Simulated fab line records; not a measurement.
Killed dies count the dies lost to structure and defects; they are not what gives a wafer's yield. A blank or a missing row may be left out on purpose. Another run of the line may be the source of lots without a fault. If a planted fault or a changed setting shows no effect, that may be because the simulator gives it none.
A struck lot beside a sound one -- flow nand-harc -- 15 out of 1302 route steps
Sound: the wafers L707.1, L707.2, L707.5. Struck: wafer L716.1 (L716.4, L716.5, from the same lot, were not struck and are left out); the cause is given at the end.
At each step with rows: each side's tool, then ch and its chambers, then its first start. Under that, the readings that differ: sound wafers -- struck wafers -- difference of the means -- sigmas: that difference in standard deviations of wafers without a fault.
alike: readings with means less than 2 such deviations apart, plus words and numbers identical on both sides. not compared: withheld readings, readings lacking a value on some wafer, bounds such as >300 that could conceal the same value, and numbers that have no deviation in the record and whose values overlap.
A row with sigmas, a row that says differs or no value, or rows on one side alone: a step with any of these is where the two part. When numbers do not overlap yet have no deviation, they are printed without sigmas and do not part them. A reading missing from all wafers of one side parts the sides only when that side holds two or more wafers.

first, 9 steps without rows for these wafers: NHARC_P_ZERO_WELL_DEHYDRATE_03 (time 120 s); NHARC_P_ZERO_WELL_HMDS_04 (time 30 s); NHARC_P_ZERO_WELL_COAT_64 (time 65 s); NHARC_P_ZERO_WELL_COAT_05 (resist thk 600 nm); NHARC_P_ZERO_WELL_SOFTBAKE_06 (time 70 s); NHARC_P_ZERO_WELL_EBR_07; NHARC_P_ZERO_WELL_EXPOSE_08 (exposes mask P ZERO, target cd 500 nm); NHARC_P_ZERO_WELL_PEB_09 (peb time 80 s); NHARC_P_ZERO_WELL_DEVELOP_10 (time 50 s).
NHARC_P_ZERO_WELL_CD_MEAS_11: target cd 500 nm.
  sound on cd-sem-02 ch 0, day 3 03:14; struck on cd-sem-01 ch 0, day 6 21:14
  alike: cd-nm
then, 1 step without rows for these wafers: NHARC_P_ZERO_WELL_HARDBAKE_12 (time 65 s).
NHARC_P_ZERO_WELL_DESCUM_13: chemistry O2, time 3 s.
  sound on rie-diel-09 ch 1,2,3, day 3 03:25; struck on rie-diel-13 ch 3, day 6 21:24
  alike: drypump-motor-current-A, oes-product-au, rf-vpp-V, showerhead-plenum-p-Torr, throttle-valve-pct
  not compared: rf-hours-counter-h
NHARC_P_ZERO_WELL_ETCH_65: etches the open film in N2/H2, target depth 80 nm, overetch 24 nm, time 87.88 s.
  sound on rie-diel-09 ch 1,2, day 3 03:29; struck on rie-diel-13 ch 3, day 6 21:29
reading,sound,struck,difference,sigmas
run-length-s (s),109.6 110.0 110.1,95.0,-14.9,-32
  alike: drypump-motor-current-A, oes-product-au, rf-vpp-V, showerhead-plenum-p-Torr, throttle-valve-pct
  not compared: rf-fwd-power-W, rf-hours-counter-h
NHARC_P_ZERO_WELL_ETCH_62: etches the open film in CHF3/Ar, target depth 13 nm, time 6.5 s.
  sound: rie-diel-09 ch 0,1,2; struck: rie-diel-13 ch 0
  alike: drypump-motor-current-A, oes-product-au, rf-fwd-power-W, rf-vpp-V, run-length-s, showerhead-plenum-p-Torr, throttle-valve-pct
  not compared: rf-hours-counter-h
-- break in the record here, with 22 days between the starts of the struck wafers on either side (left off in module P_ZERO_WELL, picked up again in module END, where the first step shown is number 1302 on the route) --
NHARC_END_SORT_01:
  only the struck wafers appear in the record here, on prober-02 ch 0 at day 28 22:34; the sound ones have no rows

== WHERE THEY PART ==
First at NHARC_P_ZERO_WELL_ETCH_65; last, within this record, at NHARC_END_SORT_01.

WHY: what had been put in by the simulator
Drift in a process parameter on rie-diel-13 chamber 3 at NHARC_P_ZERO_WELL_ETCH_65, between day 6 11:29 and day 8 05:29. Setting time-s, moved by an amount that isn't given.
